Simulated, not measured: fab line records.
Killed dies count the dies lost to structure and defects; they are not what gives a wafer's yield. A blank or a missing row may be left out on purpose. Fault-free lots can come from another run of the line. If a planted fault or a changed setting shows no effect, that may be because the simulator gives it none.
Which tool did it? -- flow nand-harc -- Sampling: 24 lots, 72 wafers, 6 of 1159 route steps

## WHAT THE GAUGES READ, wafer by wafer
No reading from a measuring or inspecting step in the record can be judged against a usual standard deviation.

## TOOL THAT RAN EACH LOT (tool first, then ch and the chambers of the sampled wafers, then the start)
lot,NHARC_A_STAIRCASE_ETCH_315,NHARC_A_STAIRCASE_DEP_151,NHARC_A_STAIRCASE_ETCH_444,NHARC_A_SGD_CUT_DEP_00,NHARC_A_SGD_CUT_ETCH_58,NHARC_A_SGD_CUT_STRIP_17
L074,"rie-diel-13 ch 0,1,2, day 12 18:28 or earlier","pecvd-04 ch 0,1,2, day 12 18:28","rie-diel-05 ch 0,2,3, day 13 20:51","pecvd-01 ch 0,1,2, day 14 01:47","rie-diel-04 ch 0,1,2, day 14 02:53","rie-diel-04 ch 1,2,3, no start"
L075,"rie-diel-02 ch 1,2,3, day 12 18:28 or earlier","pecvd-01 ch 0,1,2, day 12 18:28","rie-diel-02 ch 1,2,3, day 13 20:56","pecvd-04 ch 0,1,2, day 14 01:44","rie-diel-10 ch 0,2,3, day 14 02:43","rie-diel-10 ch 0,1,3, no start"
L076,"rie-diel-05 ch 0,2, day 13 01:13 or earlier","pecvd-02 ch 0,1,2, day 13 01:13","rie-diel-13 ch 0,1, day 14 06:01","pecvd-03 ch 0,2, day 14 10:59","rie-diel-10 ch 1,3, day 14 11:57","rie-diel-10 ch 1,3, no start"
L077,"rie-diel-02 ch 0,2,3, day 13 01:01 or earlier","pecvd-04 ch 1,2, day 13 01:01","rie-diel-02 ch 1,2, day 14 06:13","pecvd-03 ch 0,2, day 14 11:14","rie-diel-04 ch 0,1,2, day 14 12:19","rie-diel-04 ch 1,2, no start"
L079,"rie-diel-13 ch 0,2, day 13 01:01 or earlier","pecvd-01 ch 1,2, day 13 01:01","rie-diel-05 ch 0,2,3, day 14 06:15","pecvd-01 ch 1,2, day 14 11:08","rie-diel-11 ch 0,1,2, day 14 12:08","rie-diel-11 ch 2,3, no start"
L078,"rie-diel-05 ch 0,1,2, day 13 08:11 or earlier","pecvd-02 ch 1,2, day 13 08:11","rie-diel-13 ch 1,3, day 14 11:23","pecvd-01 ch 0,1,2, day 14 16:08","rie-diel-04 ch 0,1, day 14 17:08","rie-diel-04 ch 0,1, no start"
L081,"rie-diel-05 ch 0,2,3, day 14 07:25 or earlier","pecvd-04 ch 0,1,2, day 14 07:25","rie-diel-02 ch 0,2, day 15 05:27","pecvd-03 ch 1,2, day 15 11:13","rie-diel-11 ch 0,2,3, day 15 12:07","rie-diel-11 ch 0,2,3, no start"
L083,"rie-diel-13 ch 0,2,3, day 14 17:14 or earlier","pecvd-04 ch 0,2, day 14 17:14","rie-diel-13 ch 0,1,3, day 15 15:49","pecvd-03 ch 0,1,2, day 15 22:08","rie-diel-04 ch 0,1,2, day 15 23:00","rie-diel-04 ch 0,1,3, no start"
L080,"rie-diel-05 ch 0,1,2, day 14 17:14 or earlier","pecvd-01 ch 1,2, day 14 17:14","rie-diel-02 ch 1,2, day 15 15:34","pecvd-04 ch 1,2, day 15 21:21","rie-diel-11 ch 0,3, day 15 22:14","rie-diel-11 ch 0,2,3, no start"
L082,"rie-diel-05 ch 1,3, day 15 02:52 or earlier","pecvd-01 ch 0,1, day 15 02:52","rie-diel-02 ch 0,2, day 16 02:28","pecvd-04 ch 0,1, day 16 08:09","rie-diel-04 ch 1,2,3, day 16 09:01","rie-diel-04 ch 0,1, no start"
L084,"rie-diel-05 ch 0,1,2, day 15 02:52 or earlier","pecvd-04 ch 0,1,2, day 15 02:52","rie-diel-13 ch 0,2,3, day 16 02:18","pecvd-01 ch 1,2, day 16 08:01","rie-diel-10 ch 0,2,3, day 16 08:55","rie-diel-10 ch 0,1,3, no start"
L089,"rie-diel-05 ch 0,3, day 15 19:16 or earlier","pecvd-01 ch 1,2, day 15 19:16","rie-diel-05 ch 2,3, day 16 20:38","pecvd-01 ch 0,1,2, day 17 02:02","rie-diel-04 ch 1,2, day 17 03:07","rie-diel-04 ch 1,2,3, no start"
L085,"rie-diel-13 ch 0,2,3, day 15 18:58 or earlier","pecvd-02 ch 0,1, day 15 18:58","rie-diel-02 ch 0,2,3, day 16 20:31","pecvd-01 ch 0,1, day 17 01:31","rie-diel-10 ch 1,2, day 17 03:00","rie-diel-10 ch 1,3, no start"
L086,"rie-diel-13 ch 0,1,2, day 15 21:49 or earlier","pecvd-04 ch 0,1,2, day 15 21:49","rie-diel-13 ch 0,2,3, day 16 20:39","pecvd-01 ch 0,1,2, day 17 01:52","rie-diel-04 ch 0,1,3, day 17 02:49","rie-diel-04 ch 0,1,2, no start"
L087,"rie-diel-13 ch 0,1,3, day 15 22:01 or earlier","pecvd-01 ch 0,1,2, day 15 22:01","rie-diel-02 ch 1,2, day 16 22:28","pecvd-03 ch 0,1,2, day 17 03:31","rie-diel-11 ch 1,2,3, day 17 04:26","rie-diel-11 ch 0,1,2, no start"
L088,"rie-diel-05 ch 0,2,3, day 16 07:49 or earlier","pecvd-02 ch 0,1, day 16 07:49","rie-diel-05 ch 0,2,3, day 17 11:05","pecvd-03 ch 0,2, day 17 15:49","rie-diel-11 ch 1,2,3, day 17 16:59","rie-diel-11 ch 0,1,3, no start"
L091,"rie-diel-13 ch 0,1,2, day 16 20:41 or earlier","pecvd-02 ch 1,2, day 16 20:41","rie-diel-13 ch 0,1,2, day 18 01:54","pecvd-04 ch 0,1, day 18 06:53","rie-diel-10 ch 0,2,3, day 18 07:53","rie-diel-10 ch 0,1,2, no start"
L090,"rie-diel-13 ch 0,1, day 17 05:00 or earlier","pecvd-01 ch 0,1,2, day 17 05:00","rie-diel-05 ch 0,2,3, day 18 02:32","pecvd-03 ch 0,1, day 18 06:49","rie-diel-04 ch 0,1,3, day 18 07:41","rie-diel-04 ch 2,3, no start"
L093,"rie-diel-13 ch 0,3, day 17 05:05 or earlier","pecvd-02 ch 0,1, day 17 05:05","rie-diel-02 ch 1,2, day 18 02:23","pecvd-04 ch 0,1, day 18 07:23","rie-diel-11 ch 0,1,2, day 18 08:23","rie-diel-11 ch 0,2,3, no start"
L094,"rie-diel-05 ch 0,1, day 17 09:10 or earlier","pecvd-01 ch 0,1,2, day 17 09:10","rie-diel-05 ch 1,2, day 18 10:06","pecvd-04 ch 0,2, day 18 15:32","rie-diel-04 ch 0,1,3, day 18 16:24","rie-diel-04 ch 2,3, no start"
L092,"rie-diel-13 ch 1,2,3, day 17 13:35 or earlier","pecvd-04 ch 1,2, day 17 13:35","rie-diel-02 ch 1,2,3, day 18 17:12","pecvd-04 ch 0,2, day 18 21:37","rie-diel-11 ch 1,2,3, day 18 22:33","rie-diel-11 ch 0,3, no start"
L096,"rie-diel-13 ch 0,3, day 17 18:37 or earlier","pecvd-04 ch 0,1,2, day 17 18:37","rie-diel-13 ch 1,2, day 18 16:20","pecvd-04 ch 0,1,2, day 18 21:23","rie-diel-10 ch 0,2,3, day 18 22:11","rie-diel-10 ch 0,2,3, no start"
L095,"rie-diel-05 ch 0,2,3, day 17 18:24 or earlier","pecvd-01 ch 0,1,2, day 17 18:24","rie-diel-05 ch 1,2,3, day 18 16:39","pecvd-03 ch 0,1,2, day 18 21:43","rie-diel-04 ch 0,1,3, day 18 22:41","rie-diel-04 ch 1,2,3, no start"
L097,"rie-diel-02 ch 0,2,3, day 18 09:32 or earlier","pecvd-02 ch 0,2, day 18 09:32","rie-diel-13 ch 0,1,2, day 19 13:36","pecvd-03 ch 0,1,2, day 19 19:00","rie-diel-11 ch 0,2, day 19 19:58","rie-diel-11 ch 0,1,2, no start"
- NHARC_A_STAIRCASE_ETCH_315: etches the open film in C4F8/O2/Ar, target depth 2500 nm, time 607.1 s.
- NHARC_A_STAIRCASE_DEP_151: deposits SiO2, target thk 3800 nm.
- NHARC_A_STAIRCASE_ETCH_444: etches the open film in C4F8/O2, target depth 10200 nm, time 3400 s.
- NHARC_A_SGD_CUT_DEP_00: deposits SiNx, target thk 50 nm.
- NHARC_A_SGD_CUT_ETCH_58: etches the open film in CF4, target depth 39 nm, time 65 s.
- NHARC_A_SGD_CUT_STRIP_17: strips in O2.

## WHAT THE TOOLS THEMSELVES READ (means of the sampled wafers that have a number; where no wafer has one, the mark that the record gives instead)
NHARC_A_STAIRCASE_ETCH_315.
lot,tool,oes-product-au (a.u.),rf-vpp-V (V)
L074,rie-diel-13,0.919,1824
L075,rie-diel-02,0.932,1828
L076,rie-diel-05,0.928,1830
L077,rie-diel-02,0.946,1829
L079,rie-diel-13,0.943,1833
L078,rie-diel-05,0.932,1826
L081,rie-diel-05,0.924,1831
L083,rie-diel-13,0.929,1823
L080,rie-diel-05,0.922,1826
L082,rie-diel-05,0.929,1827
L084,rie-diel-05,0.933,1825
L089,rie-diel-05,0.934,1828
L085,rie-diel-13,0.926,1822
L086,rie-diel-13,0.926,1823
L087,rie-diel-13,0.910,1814
L088,rie-diel-05,0.930,1830
L091,rie-diel-13,0.919,1823
L090,rie-diel-13,0.919,1814
L093,rie-diel-13,0.931,1818
L094,rie-diel-05,0.936,1819
L092,rie-diel-13,0.934,1815
L096,rie-diel-13,0.920,1813
L095,rie-diel-05,0.935,1830
L097,rie-diel-02,0.945,1840

NHARC_A_STAIRCASE_DEP_151.
lot,tool,heater-power-w (W)
L074,pecvd-04,686
L075,pecvd-01,764
L076,pecvd-02,681
L077,pecvd-04,687
L079,pecvd-01,722
L078,pecvd-02,702
L081,pecvd-04,652
L083,pecvd-04,672
L080,pecvd-01,721
L082,pecvd-01,768
L084,pecvd-04,626
L089,pecvd-01,686
L085,pecvd-02,762
L086,pecvd-04,646
L087,pecvd-01,644
L088,pecvd-02,732
L091,pecvd-02,700
L090,pecvd-01,696
L093,pecvd-02,720
L094,pecvd-01,691
L092,pecvd-04,617
L096,pecvd-04,553
L095,pecvd-01,741
L097,pecvd-02,806

NHARC_A_STAIRCASE_ETCH_444.
lot,tool,oes-product-au (a.u.),rf-vpp-V (V)
L074,rie-diel-05,0.916,808
L075,rie-diel-02,0.924,807
L076,rie-diel-13,0.942,804
L077,rie-diel-02,0.915,809
L079,rie-diel-05,0.913,808
L078,rie-diel-13,0.957,799
L081,rie-diel-02,0.967,812
L083,rie-diel-13,0.911,801
L080,rie-diel-02,0.943,809
L082,rie-diel-02,0.966,811
L084,rie-diel-13,0.922,805
L089,rie-diel-05,0.932,808
L085,rie-diel-02,0.952,813
L086,rie-diel-13,0.918,804
L087,rie-diel-02,0.929,812
L088,rie-diel-05,0.926,809
L091,rie-diel-13,0.917,805
L090,rie-diel-05,0.922,808
L093,rie-diel-02,0.930,811
L094,rie-diel-05,0.917,806
L092,rie-diel-02,0.923,813
L096,rie-diel-13,0.921,803
L095,rie-diel-05,0.929,805
L097,rie-diel-13,0.915,804

NHARC_A_SGD_CUT_DEP_00.
lot,tool,heater-power-w (W)
L074,pecvd-01,751
L075,pecvd-04,668
L076,pecvd-03,716
L077,pecvd-03,751
L079,pecvd-01,750
L078,pecvd-01,764
L081,pecvd-03,835
L083,pecvd-03,798
L080,pecvd-04,775
L082,pecvd-04,665
L084,pecvd-01,783
L089,pecvd-01,749
L085,pecvd-01,719
L086,pecvd-01,764
L087,pecvd-03,761
L088,pecvd-03,693
L091,pecvd-04,584
L090,pecvd-03,725
L093,pecvd-04,571
L094,pecvd-04,678
L092,pecvd-04,628
L096,pecvd-04,645
L095,pecvd-03,797
L097,pecvd-03,796

NHARC_A_SGD_CUT_ETCH_58.
lot,tool,drypump-motor-current-A (A),oes-product-au (a.u.),rf-vpp-V (V),showerhead-plenum-p-Torr (Torr),throttle-valve-pct (%)
L074,rie-diel-04,5.7,0.998,150.4,1.74,13.277
L075,rie-diel-10,5.5,0.997,151.0,1.75,13.282
L076,rie-diel-10,5.5,1.011,151.4,1.67,13.281
L077,rie-diel-04,5.7,1.000,151.7,1.74,13.272
L079,rie-diel-11,5.9,0.994,151.1,1.79,13.283
L078,rie-diel-04,5.5,0.996,151.5,1.81,13.284
L081,rie-diel-11,5.8,0.998,151.9,1.79,13.281
L083,rie-diel-04,5.6,1.004,150.6,1.74,13.278
L080,rie-diel-11,5.8,0.999,151.0,1.75,13.284
L082,rie-diel-04,5.7,0.995,151.4,1.74,13.293
L084,rie-diel-10,5.6,1.001,151.4,1.75,13.286
L089,rie-diel-04,5.6,0.997,151.9,1.79,13.279
L085,rie-diel-10,5.1,0.999,150.3,1.72,13.289
L086,rie-diel-04,5.7,0.990,150.9,1.75,13.286
L087,rie-diel-11,6.1,1.001,151.6,1.74,13.276
L088,rie-diel-11,6.1,0.993,150.5,1.74,13.285
L091,rie-diel-10,5.5,0.995,150.5,1.75,13.279
L090,rie-diel-04,5.6,1.003,151.3,1.75,13.282
L093,rie-diel-11,5.9,0.999,151.1,1.78,13.286
L094,rie-diel-04,5.7,1.004,151.9,1.75,13.289
L092,rie-diel-11,6.1,0.997,149.7,1.74,13.287
L096,rie-diel-10,5.5,0.999,151.0,1.75,13.286
L095,rie-diel-04,5.7,1.000,151.5,1.75,13.291
L097,rie-diel-11,5.7,0.994,151.8,1.83,13.282

NHARC_A_SGD_CUT_STRIP_17.
lot,tool,drypump-motor-current-A (A),oes-product-au (a.u.),rf-vpp-V (V),showerhead-plenum-p-Torr (Torr),throttle-valve-pct (%)
L074,rie-diel-04,5.8,0.993,57.1,3.47,17.033
L075,rie-diel-10,5.5,0.994,57.5,3.40,17.039
L076,rie-diel-10,5.5,1.003,56.9,3.34,17.036
L077,rie-diel-04,5.6,0.999,57.8,3.58,17.024
L079,rie-diel-11,6.0,1.001,57.8,3.48,17.035
L078,rie-diel-04,5.5,1.002,59.1,3.60,17.041
L081,rie-diel-11,5.8,0.993,57.0,3.57,17.036
L083,rie-diel-04,5.7,1.006,57.7,3.49,17.037
L080,rie-diel-11,5.9,0.998,57.9,3.57,17.049
L082,rie-diel-04,5.5,1.003,57.9,3.60,17.032
L084,rie-diel-10,5.5,1.000,57.3,3.40,17.037
L089,rie-diel-04,5.7,0.991,57.5,3.47,17.030
L085,rie-diel-10,5.3,0.997,58.0,3.34,17.043
L086,rie-diel-04,5.7,0.996,57.0,3.47,17.036
L087,rie-diel-11,5.9,1.004,58.5,3.56,17.030
L088,rie-diel-11,5.9,0.993,56.8,3.49,17.036
L091,rie-diel-10,5.4,1.001,57.2,3.49,17.039
L090,rie-diel-04,5.9,0.995,56.8,3.36,17.040
L093,rie-diel-11,5.8,0.995,57.2,3.57,17.028
L094,rie-diel-04,5.9,0.986,56.3,3.33,17.034
L092,rie-diel-11,5.7,0.990,58.7,3.49,17.038
L096,rie-diel-10,5.6,1.001,58.1,3.48,17.041
L095,rie-diel-04,5.8,1.002,57.2,3.46,17.031
L097,rie-diel-11,6.0,0.997,57.9,3.56,17.026

## THE ANSWER, worked out from the rows above alone
Rule: usual is defined by the lots themselves. Put in order of their means at a reading, lots are off if they are a third of the lots or fewer, leave a main group of 4 or more, and stand apart from it by a gap of 3 or more times the standard deviation of the main group's means; of several such gaps the widest counts. Not used: any main group whose means are identical at the precision the tables above print for the reading. Also off: a lot with no number at a reading for which 4 or more lots have one. The other lots that the step has rows for count as sound. The gauges are gone through in route order, then the tools' own readings, and for those a lot's mean is taken as printed above. The first step at which some lot is off is used, and at that step the reading that is off furthest; a lot without a number counts as furthest.
No lot is off at any reading shown: from this, nothing can be told.

## WHAT THE SIMULATOR PUT IN
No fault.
